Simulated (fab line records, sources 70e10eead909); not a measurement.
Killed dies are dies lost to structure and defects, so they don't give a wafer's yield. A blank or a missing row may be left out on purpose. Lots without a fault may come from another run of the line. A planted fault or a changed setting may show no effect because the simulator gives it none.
Chamber matching | flow nand_harc | NHARC_P_ZERO_WELL_DESCUM_26 on rie_diel-06: 4 sister chambers
The step chemistry O2, time 3 s. 4 wafers are shown with their chamber, then 7 later ones without.

WAFERS WITH THEIR CHAMBER
wafer  | chamber | drypump_motor_current_A (A)
L078.4 | 0       | 5.9
L085.5 | 1       | 6.1
L089.2 | 3       | 5.0
L089.3 | 2       | 5.6

WAFERS WITHOUT THEIR CHAMBER
wafer  | drypump_motor_current_A (A)
L089.5 | 5.6
L094.1 | 5.9
L094.3 | 5.6
L094.5 | 5.6
L097.2 | 5.0
L097.3 | 6.0
L097.5 | 5.0

WHICH CHAMBER EACH WENT THROUGH
wafer  | from the rows above     | in truth
L089.5 | 2                       | 2
L094.1 | 0                       | 0
L094.3 | 2                       | 2
L094.5 | 2                       | 2
L097.2 | 3                       | 3
L097.3 | can't be placed: 0 or 1 | 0
L097.5 | 3                       | 3
Placed correctly: 6 of 7. Can't be placed from these rows: 1 (the true chamber is among the candidates in 1). Placed wrongly: 0.
How it was worked out, from the rows above alone: a wafer's distance from a chamber is the root of the sum, over the readings, of the square of ((its reading less the chamber's mean) divided by the reading's scatter). The wafer belongs to the nearest chamber; if the next one is less than 2 further off, it can't be placed. A chamber's mean is the mean of its shown wafers. The scatter: with one shown wafer a chamber, the root of the mean of the squares of how far each hidden wafer lies from its nearest shown one.
